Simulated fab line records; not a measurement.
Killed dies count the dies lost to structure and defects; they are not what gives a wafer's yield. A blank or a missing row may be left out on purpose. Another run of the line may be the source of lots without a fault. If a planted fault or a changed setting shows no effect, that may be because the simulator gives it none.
fab line records	flow n5-finfet	part 1 of 2: steps 1 to 19 of 26
record: lots: 5	wafers: 15	last-day: 17
route steps=1938 shown BEOL_M2@864
lots untouched by any fault: they come from a run of this same line in which no faults occurred
start-h: hours from the record's first day to the start of the lot's first wafer shown	wait-h: time in hours since the lot's previous step	" repeats the value in the row above	L1.1+2: several wafers, shown together as one row	- no value, or no start was given	* or withheld: withheld	< > ~ a bound
route shown NAME@n: names a module that has steps shown in the file, with the first one's number in the route	usual: average and standard deviation across the fault-free wafers	same: alike in all rows	chamber/n: place in a boat	sites: the reading at each site	_std_site: their standard deviation	_edge_site: mean of outer sites minus mean of inner sites	radius-mm: for every site, how far away it sits from the centre of the wafer	mask NAME#n: copy n	behind: the tool/chamber that last shaped the wafer	hold: the reason the lot was held/the length of the hold in hours/how it ended	device: whichever transistor did not switch (one of n, p or np)	end of line: tests run on the same wafers once the route is complete	where a step has no rows: the recipe by itself	killed: at the first sort, the dies lost to defects and structure; wafer yield is something else	map: per-die view of a wafer (x killed, . not killed, _ where there is no die)
set.NAME: the setting as run; set.NAME@STEP: as run at that earlier step	model.NAME: the simulator's own value behind a step, which no gauge read
a table for each step, a row for each wafer; lots at some steps of the route
services: a tool's chamber out of use, with start hour (start-h, from the record's first day; less than 0 if before it), hours out, and reason
== steps ==
step: N5_BEOL_M2_HM_OPEN_17
recipe: chemistry: Cl2/BCl3	target-depth-a: 200	overetch-a: 60	target: TiN	mask-material: SOC	ion-energy-ev: 150	pressure-mtorr: 10	icp-w: 1000	bias-w: 126	Cl2_flow_sccm: 53.25	bcl3-flow-sccm: 21.75	Ar_flow_sccm: 25
usual: drypump-motor-current-A: 5.9/0.6	oes-product-au: 0.70/0.087	rf-fwd-power-W: 994/3.1	throttle-valve-pct: 22.04/0.28
lot.wafer	tool	chamber	start-h	wait-h	drypump-motor-current-A	oes-product-au	rf-fwd-power-W	rf-hours-counter-h	throttle-valve-pct
L082.3	rie-metal-01	0	178.85	0.1	4.7	0.79	994	-	22.14
L082.4	"	1	"	"	6.3	0.52	1000	-	21.74
L082.5	"	1	"	"	6.2	0.51	999	-	21.76
L084.1	rie-metal-01	0	214.59	0.0	4.7	0.78	989	12	22.12
L084.3	"	1	"	"	6.3	0.84	1001	-	21.35
L084.5	"	1	"	"	6.3	0.85	1000	-	21.35
L089.1	rie-metal-01	0	230.37	0.0	4.7	0.76	987	13	22.12
L089.2	"	1	"	"	6.3	0.83	999	2	21.36
L089.3	"	1	"	"	6.3	0.83	999	-	21.35
L091.2	rie-metal-02	1	237.14	0.0	6.0	0.66	997	43	22.53
L091.4	"	1	"	"	6.1	0.67	996	-	22.52
L091.5	"	0	"	"	5.6	0.60	989	-	22.02
L094.1	rie-metal-01	0	264.06	0.0	4.7	0.76	989	16	22.16
L094.4	"	1	"	"	6.3	0.81	997	-	21.36
L094.5	"	0	"	"	4.7	0.76	991	-	22.15
step: N5_BEOL_M2_STRIP_19
recipe: chemistry: O2	power-w: 400	temp-c: 40	pressure-mtorr: 30	rf-frequency-hz: 6e+07	bias-power-w: 0	overash-fraction: 0.2	o2-flow-sccm: 225
usual: drypump-motor-current-A: 5.7/0.41	oes-product-au: 0.81/0.084	rf-vpp-V: 3.6/0.43	showerhead-plenum-p-Torr: 2.10/0.069	throttle-valve-pct: 16.65/0.18
lot.wafer	tool	chamber	start-h	wait-h	drypump-motor-current-A	oes-product-au	rf-hours-counter-h	rf-vpp-V	showerhead-plenum-p-Torr	throttle-valve-pct
L082.3	rie-diel-06	2	178.96	0.1	5.3	0.86	52	3.7	2.22	16.48
L082.4	"	0	"	"	5.3	0.74	-	3.8	2.10	16.85
L082.5	"	2	"	"	5.3	0.86	-	4.6	2.22	16.49
L084.1	rie-diel-01	0	214.70	0.1	5.4	0.84	78	3.9	2.14	16.63
L084.3	"	2	"	"	4.9	0.89	41	3.2	2.16	16.52
L084.5	"	2	"	"	4.9	0.90	-	4.2	2.16	16.54
L089.1	rie-diel-01	3	230.49	0.1	5.6	0.67	241	3.9	2.16	16.99
L089.2	"	2	"	"	4.9	0.88	46	3.5	2.16	16.54
L089.3	"	1	"	"	6.1	0.82	99	4.0	2.12	16.71
L091.2	rie-diel-06	2	237.26	0.1	5.3	0.83	72	4.2	2.21	16.53
L091.4	"	1	"	"	6.1	0.69	-	3.7	1.97	16.72
L091.5	"	0	"	"	5.3	0.72	-	2.8	2.09	16.87
L094.1	rie-diel-05	0	264.17	0.1	5.7	0.77	125	4.0	2.11	16.38
L094.4	"	3	"	"	6.2	0.91	17	4.5	2.13	16.44
L094.5	"	0	"	"	5.7	0.77	-	4.3	2.11	16.39
step: N5_BEOL_M2_CD_MEAS_18
recipe: pitch-nm: 36	target-cd-nm: 18
usual: cd-nm: 18.1/0.39
lot.wafer	tool	chamber	start-h	wait-h	cd-nm
L082.3	cd-sem-01	-	179.03	0.1	18.0
L082.4	"	-	"	"	18.2
L082.5	"	-	"	"	17.8
L084.1	cd-sem-01	-	214.77	0.0	18.7
L084.3	"	-	"	"	18.3
L084.5	"	-	"	"	18.3
L089.1	cd-sem-03	-	230.56	0.0	18.1
L089.2	"	-	"	"	18.1
L089.3	"	-	"	"	18.2
L091.2	cd-sem-01	-	237.33	0.1	17.8
L091.4	"	-	"	"	17.8
L091.5	"	-	"	"	18.6
L094.1	cd-sem-01	-	264.24	0.0	18.1
L094.4	"	-	"	"	18.2
L094.5	"	-	"	"	18.2
step: N5_BEOL_M2_COAT_67
recipe: resist: SOC	temp-c: 250	time-s: 60	spin-rpm: 1500	resist-thk-nm: 60
usual: resist-line-temp-C: 22.98/0.095
lot.wafer	tool	chamber	start-h	wait-h	resist-line-temp-C
L082.3	litho-track-03	0	179.06	0.0	23.04
L082.4	"	0	"	"	22.95
L082.5	"	0	"	"	22.98
L084.1	litho-track-02	0	214.81	0.0	22.86
L084.3	"	0	"	"	22.79
L084.5	"	0	"	"	23.05
L089.1	litho-track-05	0	230.60	0.0	22.84
L089.2	"	0	"	"	23.10
L089.3	"	0	"	"	23.06
L091.2	litho-track-02	0	237.37	0.0	23.00
L091.4	"	0	"	"	23.05
L091.5	"	0	"	"	23.08
L094.1	litho-track-02	0	264.28	0.0	22.97
L094.4	"	0	"	"	23.14
L094.5	"	0	"	"	23.02
step: N5_BEOL_M2_COAT_68
recipe: resist: SiARC	temp-c: 220	time-s: 60	spin-rpm: 1500	resist-thk-nm: 12
usual: resist-line-temp-C: 23.02/0.1
lot.wafer	tool	chamber	start-h	wait-h	resist-line-temp-C
L082.3	litho-track-03	0	-	-	23.13
L082.4	"	0	"	"	23.14
L082.5	"	0	"	"	23.29
L084.1	litho-track-02	0	-	-	23.00
L084.3	"	0	"	"	23.01
L084.5	"	0	"	"	22.95
L089.1	litho-track-05	0	-	-	23.14
L089.2	"	0	"	"	23.19
L089.3	"	0	"	"	23.10
L091.2	litho-track-02	0	-	-	23.05
L091.4	"	0	"	"	22.94
L091.5	"	0	"	"	23.10
L094.1	litho-track-02	0	-	-	22.95
L094.4	"	0	"	"	23.10
L094.5	"	0	"	"	22.89
step: N5_BEOL_M2_COAT_76
recipe: resist: underlayer	temp-c: 205	time-s: 60	spin-rpm: 1500	resist-thk-nm: 5
usual: resist-line-temp-C: 23.01/0.12
lot.wafer	tool	chamber	start-h	wait-h	resist-line-temp-C
L082.3	litho-track-03	0	-	-	23.16
L082.4	"	0	"	"	23.01
L082.5	"	0	"	"	23.20
L084.1	litho-track-02	0	-	-	22.93
L084.3	"	0	"	"	23.07
L084.5	"	0	"	"	23.08
L089.1	litho-track-05	0	-	-	23.08
L089.2	"	0	"	"	22.71
L089.3	"	0	"	"	22.92
L091.2	litho-track-02	0	-	-	23.07
L091.4	"	0	"	"	23.05
L091.5	"	0	"	"	22.93
L094.1	litho-track-02	0	-	-	23.09
L094.4	"	0	"	"	23.00
L094.5	"	0	"	"	23.15
step: N5_BEOL_M2_COAT_22
recipe: resist: CAR-EUV	spin-rpm: 1500	resist-thk-nm: 30
usual: resist-line-temp-C: 23.01/0.11
lot.wafer	tool	chamber	start-h	wait-h	resist-line-temp-C
L082.3	litho-track-03	0	-	-	23.08
L082.4	"	0	"	"	22.82
L082.5	"	0	"	"	22.98
L084.1	litho-track-02	0	-	-	22.99
L084.3	"	0	"	"	23.02
L084.5	"	0	"	"	22.95
L089.1	litho-track-05	0	-	-	22.82
L089.2	"	0	"	"	23.12
L089.3	"	0	"	"	22.93
L091.2	litho-track-02	0	-	-	23.16
L091.4	"	0	"	"	23.28
L091.5	"	0	"	"	23.08
L094.1	litho-track-02	0	-	-	23.03
L094.4	"	0	"	"	23.05
L094.5	"	0	"	"	23.00
step: N5_BEOL_M2_EBR_24
recipe: solvent: PGMEA	ebr-width-mm: 1.5
usual: resist-line-temp-C: 23.02/0.12
lot.wafer	tool	chamber	start-h	wait-h	resist-line-temp-C
L082.3	litho-track-03	0	-	-	22.83
L082.4	"	0	"	"	22.96
L082.5	"	0	"	"	22.98
L084.1	litho-track-02	0	-	-	23.09
L084.3	"	0	"	"	22.94
L084.5	"	0	"	"	23.09
L089.1	litho-track-05	0	-	-	23.30
L089.2	"	0	"	"	23.16
L089.3	"	0	"	"	23.17
L091.2	litho-track-02	0	-	-	23.01
L091.4	"	0	"	"	23.12
L091.5	"	0	"	"	22.91
L094.1	litho-track-02	0	-	-	23.04
L094.4	"	0	"	"	23.15
L094.5	"	0	"	"	22.89
step: N5_BEOL_M2_SOFTBAKE_23
recipe: temp-c: 110	time-s: 60	resist: CAR-EUV
usual: resist-line-temp-C: 22.99/0.11
lot.wafer	tool	chamber	start-h	wait-h	resist-line-temp-C
L082.3	litho-track-03	0	-	-	22.81
L082.4	"	0	"	"	22.85
L082.5	"	0	"	"	22.90
L084.1	litho-track-02	0	-	-	22.99
L084.3	"	0	"	"	22.92
L084.5	"	0	"	"	22.80
L089.1	litho-track-05	0	-	-	23.01
L089.2	"	0	"	"	22.81
L089.3	"	0	"	"	22.92
L091.2	litho-track-02	0	-	-	22.87
L091.4	"	0	"	"	22.84
L091.5	"	0	"	"	22.88
L094.1	litho-track-02	0	-	-	22.95
L094.4	"	0	"	"	22.87
L094.5	"	0	"	"	22.99
step: N5_BEOL_M2_EXPOSE_25
recipe: mask-id: V1	na: 0.33	source-shape: quasar	sigma-inner: 0.2	sigma-outer: 0.8	polarization: unpolarized	defocus-nm: 5	dose-mj: 63
lot.wafer	tool	chamber	start-h	wait-h	mask
L082.3+4+5	euv-scanner-01	0	179.22	-	V1#0
L084.1+3+5	euv-scanner-01	0	214.95	-	V1#0
L089.1+2+3	euv-scanner-02	0	230.86	-	V1#0
L091.2+4+5	euv-scanner-02	0	237.51	-	V1#0
L094.1+4+5	euv-scanner-02	0	264.41	-	V1#0
step: N5_BEOL_M2_PEB_26
recipe: peb-temp-c: 100	peb-time-s: 60	resist: CAR-EUV
usual: resist-line-temp-C: 23.00/0.11
lot.wafer	tool	chamber	start-h	wait-h	resist-line-temp-C
L082.3	litho-track-05	0	179.28	0.1	22.95
L082.4	"	0	"	"	22.92
L082.5	"	0	"	"	23.11
L084.1	litho-track-05	0	215.03	0.1	22.98
L084.3	"	0	"	"	23.01
L084.5	"	0	"	"	23.08
L089.1	litho-track-05	0	230.94	0.1	23.16
L089.2	"	0	"	"	23.08
L089.3	"	0	"	"	23.18
L091.2	litho-track-05	0	237.58	0.1	22.98
L091.4	"	0	"	"	22.93
L091.5	"	0	"	"	22.88
L094.1	litho-track-05	0	264.49	0.1	23.03
L094.4	"	0	"	"	22.99
L094.5	"	0	"	"	23.08
step: N5_BEOL_M2_DEVELOP_27
recipe: develop-time-s: 30	developer: TMAH	resist: CAR-EUV	rinse-liquid: surfactant-rinse	dry: air-spin	dev-temp-c: 23
usual: resist-line-temp-C: 23.00/0.11
lot.wafer	tool	chamber	start-h	wait-h	resist-line-temp-C
L082.3	litho-track-05	0	-	-	22.99
L082.4	"	0	"	"	23.19
L082.5	"	0	"	"	22.97
L084.1	litho-track-05	0	-	-	22.81
L084.3	"	0	"	"	23.01
L084.5	"	0	"	"	22.96
L089.1	litho-track-05	0	-	-	23.03
L089.2	"	0	"	"	23.06
L089.3	"	0	"	"	23.07
L091.2	litho-track-05	0	-	-	22.96
L091.4	"	0	"	"	22.97
L091.5	"	0	"	"	22.83
L094.1	litho-track-05	0	-	-	23.09
L094.4	"	0	"	"	23.02
L094.5	"	0	"	"	23.00
step: N5_BEOL_M2_CD_MEAS_28
recipe: target-cd-nm: 26.2	landing-energy-ev: 500	detector: se-inlens	target-cd-y-nm: 24.1	polarity: opening
usual: cd-nm: 26.20/0.23
lot.wafer	tool	chamber	start-h	wait-h	cd-nm
L082.3	cd-sem-03	0	179.35	-	26.07
L082.4	"	0	"	"	26.06
L082.5	"	0	"	"	26.27
L084.1	cd-sem-03	0	215.09	-	26.25
L084.3	"	0	"	"	26.19
L084.5	"	0	"	"	26.06
L089.1	cd-sem-02	0	231.01	-	26.22
L089.2	"	0	"	"	25.77
L089.3	"	0	"	"	25.80
L091.2	cd-sem-01	0	237.65	-	26.07
L091.4	"	0	"	"	26.00
L091.5	"	0	"	"	26.35
L094.1	cd-sem-01	0	264.56	-	26.79
L094.4	"	0	"	"	25.93
L094.5	"	0	"	"	25.98
step: N5_BEOL_M2_OVL_MEAS_29
recipe: points-per-wafer: 522
usual: V1_OVL: 0.3/0.63
lot.wafer	tool	chamber	start-h	wait-h	V1_OVL[nm]
L082.3	overlay-01	0	179.39	0.0	0.0
L082.4	"	0	"	"	-0.4
L082.5	"	0	"	"	0.0
L084.1	overlay-01	0	215.12	0.0	1.0
L084.3	"	0	"	"	-0.4
L084.5	"	0	"	"	0.6
L089.1	overlay-02	0	231.04	0.0	0.6
L089.2	"	0	"	"	1.3
L089.3	"	0	"	"	1.4
L091.2	overlay-02	0	237.68	0.0	0.6
L091.4	"	0	"	"	0.5
L091.5	"	0	"	"	0.2
L094.1	overlay-02	0	264.59	0.0	0.7
L094.4	"	0	"	"	0.5
L094.5	"	0	"	"	1.0
step: N5_BEOL_M2_INSPECT_30
recipe: mode: adi	inspect-instrument: brightfield
usual: raw-defect-count: 419/94
lot.wafer	tool	chamber	start-h	wait-h	raw-defect-count
L082.3	defect-inspect-02	-	179.44	0.0	453
L082.4	"	-	"	"	509
L082.5	"	-	"	"	364
L084.1	defect-inspect-01	-	215.18	0.1	365
L084.3	"	-	"	"	452
L084.5	"	-	"	"	403
L089.1	defect-inspect-01	-	231.09	0.1	301
L089.2	"	-	"	"	371
L089.3	"	-	"	"	391
L091.2	defect-inspect-02	-	237.74	0.0	445
L091.4	"	-	"	"	319
L091.5	"	-	"	"	484
L094.1	defect-inspect-01	-	264.65	0.1	340
L094.4	"	-	"	"	384
L094.5	"	-	"	"	320
step: N5_BEOL_M2_DESCUM_33
recipe: chemistry: O2	time-s: 7	source-power-w: 50	bias-power-w: 20	pressure-mtorr: 20	rf-frequency-hz: 2.712e+07	temp-c: 40	resist: CAR-EUV	o2-flow-sccm: 225
usual: drypump-motor-current-A: 5.6/0.41	oes-product-au: 0.81/0.083	rf-fwd-power-W: 49.37/0.22	rf-vpp-V: 243.4/1	showerhead-plenum-p-Torr: 2.11/0.06	throttle-valve-pct: 20.44/0.18
lot.wafer	tool	chamber	start-h	wait-h	drypump-motor-current-A	oes-product-au	rf-fwd-power-W	rf-hours-counter-h	rf-vpp-V	showerhead-plenum-p-Torr	throttle-valve-pct
L082.3	rie-diel-05	0	179.47	0.0	5.7	0.81	49.31	97	242.4	2.12	20.11
L082.4	"	3	"	"	6.3	0.68	49.48	246	244.3	2.13	20.50
L082.5	"	0	"	"	5.7	0.80	49.45	-	244.6	2.12	20.11
L084.1	rie-diel-05	0	215.22	0.0	5.7	0.80	49.55	110	243.9	2.11	20.15
L084.3	"	1	"	"	5.9	0.89	49.44	49	242.2	2.03	20.47
L084.5	"	1	"	"	5.8	0.88	49.64	-	241.5	2.03	20.48
L089.1	rie-diel-05	3	231.13	0.0	6.2	0.92	49.64	8	243.8	2.13	20.23
L089.2	"	0	"	"	5.7	0.77	49.24	116	241.3	2.11	20.14
L089.3	"	2	"	"	5.8	0.84	49.48	67	240.3	2.04	20.65
L091.2	rie-diel-06	0	237.77	0.0	5.3	0.73	49.24	181	243.5	2.08	20.66
L091.4	"	0	"	"	5.3	0.73	49.29	-	242.7	2.08	20.68
L091.5	"	1	"	"	6.2	0.68	49.41	-	243.0	1.96	20.43
L094.1	rie-diel-05	2	264.68	0.0	5.8	0.82	49.27	76	243.9	2.04	20.66
L094.4	"	3	"	"	6.3	0.89	49.76	18	243.0	2.12	20.23
L094.5	"	2	"	"	5.8	0.82	49.01	-	240.2	2.04	20.66
step: N5_BEOL_M2_ETCH_77
recipe: chemistry: N2/H2	target: underlayer	target-depth-a: 65	mask-material: CAR-EUV	time-s: 5.2	ion-energy-ev: 200	pressure-mtorr: 30	source-w: 840	bias-w: 150	n2-flow-sccm: 200	h2-flow-sccm: 200	ends: cleared
usual: drypump-motor-current-A: 5.6/0.41	etch-rf-on-time-s: 5.13/0.088	oes-product-au: 0.70/0.074	rf-fwd-power-W: 820.0/2.5	rf-vpp-V: 524.4/2.3	showerhead-plenum-p-Torr: 2.56/0.071	throttle-valve-pct: 17.83/0.18
lot.wafer	tool	chamber	start-h	wait-h	drypump-motor-current-A	etch-rf-on-time-s	oes-product-au	rf-fwd-power-W	rf-hours-counter-h	rf-vpp-V	showerhead-plenum-p-Torr	throttle-valve-pct
L082.3	rie-diel-05	0	179.50	0.0	5.7	5.17	0.69	823.1	97	524.2	2.58	17.63
L082.4	"	3	"	"	6.3	5.17	0.58	814.4	246	525.1	2.62	18.12
L082.5	"	0	"	"	5.7	5.17	0.68	819.6	-	523.4	2.58	17.62
L084.1	rie-diel-05	0	215.25	0.0	5.7	5.16	0.67	820.8	110	523.1	2.58	17.64
L084.3	"	1	"	"	5.9	5.08	0.74	820.0	49	523.9	2.46	17.89
L084.5	"	1	"	"	5.9	5.01	0.75	816.7	-	522.1	2.46	17.88
L089.1	rie-diel-05	3	231.16	0.0	6.3	5.07	0.80	823.7	8	525.6	2.62	17.77
L089.2	"	0	"	"	5.8	5.10	0.67	819.5	116	524.9	2.58	17.65
L089.3	"	2	"	"	5.8	5.03	0.74	819.6	67	521.2	2.47	17.87
L091.2	rie-diel-06	0	237.81	0.0	5.4	5.23	0.62	819.4	181	521.8	2.55	18.22
L091.4	"	0	"	"	5.3	5.21	0.62	817.6	-	521.1	2.55	18.20
L091.5	"	1	"	"	6.1	5.30	0.60	816.7	-	520.0	2.40	18.04
L094.1	rie-diel-05	2	264.72	0.0	5.8	5.12	0.72	825.2	76	521.7	2.46	17.91
L094.4	"	3	"	"	6.3	5.15	0.78	821.2	18	525.4	2.62	17.78
L094.5	"	2	"	"	5.7	5.05	0.73	820.6	-	521.5	2.46	17.92
step: N5_BEOL_M2_ETCH_69
recipe: chemistry: CF4	target: SiARC	target-depth-a: 156	mask-material: CAR-EUV	time-s: 26	ion-energy-ev: 80	pressure-mtorr: 40	source-w: 545	bias-w: 36	Ar_flow_sccm: 100	cf4-flow-sccm: 100	ends: cleared
usual: drypump-motor-current-A: 5.6/0.41	etch-rf-on-time-s: 25.7/0.37	oes-product-au: 0.70/0.074	rf-fwd-power-W: 532.1/1.9	rf-vpp-V: 184.3/1.1	showerhead-plenum-p-Torr: 2.15/0.054	throttle-valve-pct: 15.55/0.22
lot.wafer	tool	chamber	start-h	wait-h	drypump-motor-current-A	etch-rf-on-time-s	oes-product-au	rf-fwd-power-W	rf-hours-counter-h	rf-vpp-V	showerhead-plenum-p-Torr	throttle-valve-pct
L082.3	rie-diel-05	0	179.52	0.0	5.7	26.1	0.68	529.7	97	183.2	2.16	15.24
L082.4	"	3	"	"	6.3	26.0	0.59	532.7	246	184.6	2.19	15.83
L082.5	"	0	"	"	5.7	26.1	0.67	531.6	-	184.2	2.16	15.24
L084.1	rie-diel-05	0	215.27	0.0	5.7	25.8	0.67	531.9	110	184.0	2.16	15.26
L084.3	"	1	"	"	5.9	25.8	0.75	532.9	49	184.0	2.07	15.55
L084.5	"	1	"	"	5.8	25.8	0.75	534.3	-	183.6	2.07	15.57
L089.1	rie-diel-05	3	231.18	0.0	6.3	25.3	0.80	531.3	8	184.8	2.18	15.39
L089.2	"	0	"	"	5.7	25.7	0.67	531.0	116	184.4	2.15	15.28
L089.3	"	2	"	"	5.8	25.2	0.73	531.6	67	182.3	2.08	15.71
L091.2	rie-diel-06	0	237.82	0.0	5.3	25.8	0.63	533.3	181	184.1	2.14	15.82
L091.4	"	0	"	"	5.3	25.9	0.62	532.9	-	185.4	2.13	15.84
L091.5	"	1	"	"	6.1	26.4	0.59	535.1	-	181.2	2.04	15.78
L094.1	rie-diel-05	2	264.73	0.0	5.8	25.4	0.72	530.9	76	183.0	2.08	15.71
L094.4	"	3	"	"	6.3	25.3	0.77	536.1	18	185.4	2.18	15.42
L094.5	"	2	"	"	5.8	25.4	0.72	530.4	-	183.6	2.08	15.71
step: N5_BEOL_M2_ALD_98
recipe: material: SiO2	target-thk-a: 25	temp-c: 100	ald-precursor-family: BDEAS	ald-co-reactant: O2-plasma	pulse-time-s: 1	co-reactant-pulse-time-s: 1	purge-time-s: 2	co-reactant-purge-time-s: 2	ald-cycles: 17	pressure-torr: 2
usual: heater-power-w: 77/5.9	precursor-pulse-height-rel: 1.000/0.02
lot.wafer	tool	chamber	start-h	wait-h	heater-power-w	precursor-pulse-height-rel
L082.3	ald-sin-04	0	180.33	0.8	73	1.021
L082.4	"	2	"	"	80	1.028
L082.5	"	3	"	"	83	0.996
L084.1	ald-sin-04	2	215.35	0.1	78	1.037
L084.3	"	1	"	"	71	1.009
L084.5	"	1	"	"	71	0.977
L089.1	ald-sin-03	3	231.26	0.1	69	0.964
L089.2	"	0	"	"	78	1.011
L089.3	"	2	"	"	82	0.993
L091.2	ald-sin-03	3	238.37	0.5	70	0.994
L091.4	"	2	"	"	83	0.991
L091.5	"	3	"	"	70	0.978
L094.1	ald-sin-04	0	264.94	0.2	76	1.014
L094.4	"	2	"	"	80	0.991
L094.5	"	2	"	"	78	1.019
